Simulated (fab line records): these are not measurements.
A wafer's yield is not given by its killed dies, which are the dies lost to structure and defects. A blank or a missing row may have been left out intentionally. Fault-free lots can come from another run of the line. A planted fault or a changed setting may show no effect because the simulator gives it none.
2 desks looking at one fault | flow n5_finfet | numbers are kept per desk, each desk with only its own; the story behind them comes last

== THE TOOL OWNER'S DESK: rie_diel-03 ==
The tool's own readings at N5_BEOL_M0_CUTY_ETCH_62 (etches SiARC in CF4, time 58.5 s): means of the sampled wafers that have a number, for each lot that ran on this tool. Any lot whose mean is over 4 standard deviations away from the usual mean is out of limits and marked OUT; that distance is given in the brackets. Readings shown: 7 out of 8 (the first out of limits, and those lying furthest out on some lot).
Columns: A = bias_w at N5_BEOL_M0_CUTY_ETCH_62, usual 36.00 W; B = chamber_pressure_mTorr at N5_BEOL_M0_CUTY_ETCH_62, usual 40.00 mTorr; C = etch_rf_on_time_s at N5_BEOL_M0_CUTY_ETCH_62, usual 58.5 s; D = oes_product_au at N5_BEOL_M0_CUTY_ETCH_62, usual 0.67 a.u.; E = rf_vpp_V at N5_BEOL_M0_CUTY_ETCH_62, usual 183.8 V; F = showerhead_plenum_p_Torr at N5_BEOL_M0_CUTY_ETCH_62, usual 2.12 Torr; G = throttle_valve_pct at N5_BEOL_M0_CUTY_ETCH_62, usual 15.71 %
lot  | first seen here | A     | B     | C               | D    | E     | F    | G
L840 | day 7 01:52     | 35.89 | 40.00 | 58.3            | 0.69 | 184.3 | 2.15 | 15.61
L844 | day 8 03:19     | 36.07 | 40.04 | 52.4 (-6.4) OUT | 0.67 | 183.2 | 2.09 | 15.83
L845 | day 8 14:34     | 36.04 | 40.02 | 49.3 (-9.6) OUT | 0.79 | 184.9 | 2.16 | 15.63
L846 | day 8 15:44     | 35.97 | 39.98 | 50.0 (-8.8) OUT | 0.69 | 182.8 | 2.08 | 15.74
L856 | day 11 11:18    | 36.04 | 40.00 | 58.6            | 0.72 | 184.0 | 2.13 | 15.68
L858 | day 11 22:23    | 36.09 | 40.00 | 58.1            | 0.68 | 185.8 | 2.21 | 15.58
This desk finds L844, L845, L846 out of limits, L844 being first, at day 8 03:19 (etch_rf_on_time_s at N5_BEOL_M0_CUTY_ETCH_62). In limits: L840, L856, L858.

== FROM THE METROLOGY DESK ==
Lot by lot, what the gauges showed, no matter which tool ran the lot: averages of those sampled wafers that carry a number. Any lot whose mean is over 4 standard deviations away from the usual mean is out of limits and marked OUT; that distance is given in the brackets. Of its 12 readings 7 are shown: those that lie furthest out on some lot.
Columns: A = DIBL_N at N5_BEOL_M4_RC_MEAS_101, usual 35.9 mV/V; B = IOFF_P at N5_BEOL_M4_RC_MEAS_101, usual 0.205 nA/um; C = ION_N at N5_BEOL_M4_RC_MEAS_101, usual 671 uA/um; D = ION_P at N5_BEOL_M4_RC_MEAS_101, usual 461 uA/um; E = SS_N at N5_BEOL_M4_RC_MEAS_101, usual 71.4 mV/dec; F = SS_P at N5_BEOL_M4_RC_MEAS_101, usual 73.2 mV/dec; G = VT_P at N5_BEOL_M4_RC_MEAS_101, usual -250.1 mV
lot  | first seen here | A    | B     | C   | D   | E    | F    | G
L840 | day 7 00:22     | 37.1 | 0.217 | 671 | 464 | 71.7 | 73.2 | -247.9
L844 | day 7 23:41     | 35.9 | 0.189 | 675 | 461 | 71.5 | 73.6 | -251.7
L845 | day 8 12:35     | 37.0 | 0.179 | 660 | 450 | 72.6 | 73.0 | -252.6
L846 | day 8 14:01     | 35.5 | 0.223 | 673 | 471 | 71.2 | 73.0 | -246.2
L853 | day 10 08:57    | 37.6 | 0.211 | 680 | 462 | 72.1 | 73.6 | -251.1
L854 | day 10 13:26    | 35.0 | 0.210 | 673 | 463 | 71.5 | 72.9 | -251.6
L856 | day 11 06:56    | 36.2 | 0.205 | 672 | 459 | 71.5 | 73.3 | -251.1
L857 | day 11 16:04    | 35.5 | 0.184 | 666 | 456 | 71.4 | 72.9 | -251.0
L858 | day 11 20:27    | 36.7 | 0.227 | 672 | 468 | 71.2 | 73.9 | -247.3
Result from this desk: across the 9 lots, nothing is out of limits.

== PUT TOGETHER ==
At day 8 03:19, on L844, L845, L846, the tool owner's desk was in a position to raise an alarm.
At the metrology desk, nothing out of limits was observed.
The metrology desk has L844, L845, L846 on record, within its limits.
All the named lots went through N5_BEOL_M0_CUTY_ETCH_62 on rie_diel-03.

== WHAT THE SIMULATOR HAD INSERTED ==
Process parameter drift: rie_diel-03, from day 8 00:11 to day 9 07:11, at N5_BEOL_M0_CUTY_ETCH_62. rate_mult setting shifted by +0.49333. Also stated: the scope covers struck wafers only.
Shown lots that were struck: L844, L845, L846.
Hours from the fault's start to each desk's first reading out of limits: the tool owner's desk, 3.
